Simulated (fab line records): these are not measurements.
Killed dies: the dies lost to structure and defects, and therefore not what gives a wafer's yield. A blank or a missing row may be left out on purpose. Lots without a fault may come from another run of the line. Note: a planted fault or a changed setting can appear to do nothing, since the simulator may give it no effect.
Problem report, 8D (eight disciplines) form, completed by code | flow n5Finfet | the parts of the form that need people (team, actions taken, sign-off) are left out

## 1. WHAT IS WRONG
Mean of biasW at N5_BEOL_M1_ETCH_64: 140.4 W over 2 wafers from 1 lot, against 150.0 W (standard deviation 0.44) on wafers with no fault. Relative to the usual mean, that is a shift of -22 standard deviations.
The step: etches SOC in N2/H2, target depth 75 nm, overetch 15 nm, time 112.5 s.
First observed at day 9 15:52: wafer L137.4, on rieDiel-04. The record has a number at this step for 28 wafers belonging to 10 lots. Rule for "out", or "out of limits": more than 4 standard deviations from the usual mean. All remaining wafers that have a number are taken as sound.

## 2. WHAT IT IS; WHAT IT IS NOT
question                    | is               | is not
which readings at this step | biasW, rfVppV    | drypumpMotorCurrentA, oesProductAu, showerheadPlenumPTorr, throttleValvePct
which lots                  | L137             | L126, L128, L129, L132, L134, L136, L145, L146, L149
which wafers of those lots  | L137.4, L137.5   | L137.3
read on which tools         | rieDiel-04       | rieDiel-03, rieDiel-06
when                        | from day 9 15:52 | up to then (18 sound wafers); but 8 sound wafers of L145, L146, L149 came after

## 3. WHAT RULES OUT EACH SUSPECT
Counting: a tool at a process step up to the reading stays a suspect if it ran every lot that is out. Sound lots after the first of them don't rule it out here, since some wafers of a struck lot are sound.
- cvdCo-01 at N5_BEOL_M0_CO_CAP_123 (material Co, precursor CCTBA/H2, target thk 2 nm, time 102.1 s): kept. L137, the lot that is out, went through it at day 9 13:16; up to then, the latest sound lot through it was L132 at day 7 11:47.
- pvdSputter-03 at N5_BEOL_M1_HM_DEP_02 (deposits TiN, target thk 20 nm): kept. L137, the lot that is out, went through it at day 9 15:16; up to then, the latest sound lot through it was L136 at day 9 12:43.
- rieDiel-04 at N5_BEOL_M1_ETCH_64 (etches SOC in N2/H2, target depth 75 nm, overetch 15 nm, time 112.5 s): kept. L137, the lot that is out, went through it at day 9 15:52; up to then, the latest sound lot through it was L136 at day 9 13:19. On those wafers its own readings are out: biasW, rfVppV.
- Within cvdCo-01 at N5_BEOL_M0_CO_CAP_123: the wafers that are out ran in chambers 0, 1; their sound lot-mates ran in chamber 2.
- Within rieDiel-04 at N5_BEOL_M1_ETCH_64, the wafers that are out were processed in chamber 0 and their sound lot-mates in chamber 3.
Still standing after the count: cvdCo-01 at N5_BEOL_M0_CO_CAP_123, pvdSputter-03 at N5_BEOL_M1_HM_DEP_02, rieDiel-04 at N5_BEOL_M1_ETCH_64.

## 4. THE CAUSE (what the simulator had put in)
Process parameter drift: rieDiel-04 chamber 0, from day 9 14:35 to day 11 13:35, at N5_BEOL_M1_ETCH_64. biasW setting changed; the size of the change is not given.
3 suspects survive the count, and this tool is in that group.

## 5. SEQUENCE OF EFFECTS, ordered by route
Rows list readings where the struck wafers' mean (over those with a number) sits beyond 3 standard deviations from the usual. Scope: only readings with a usual standard deviation given in the record; hours: median across lots of the time from each lot's start at the first step in this table that gives one to its start at this step; sigmas: change in usual standard deviations.
hours | step               | reading | usual   | on struck wafers | change | sigmas
0     | N5_BEOL_M1_ETCH_64 | biasW   | 150.0 W | 140.4            | -9.6   | -22
0     | N5_BEOL_M1_ETCH_64 | rfVppV  | 523.0 V | 499.1            | -23.9  | -10
Here are the process steps it includes:
- N5_BEOL_M1_ETCH_64: etches SOC in N2/H2, target depth 75 nm, overetch 15 nm, time 112.5 s.
At these later measuring or inspecting steps, every struck wafer for which the step has a row has a number for every such reading, and none has moved that far: N5_BEOL_M4_RC_MEAS_101.

## 6. HOW IT WOULD HAVE BEEN CAUGHT EARLIER
In this record the first reading out of limits was taken at day 9 15:52, 1 hour after the fault began at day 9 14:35.
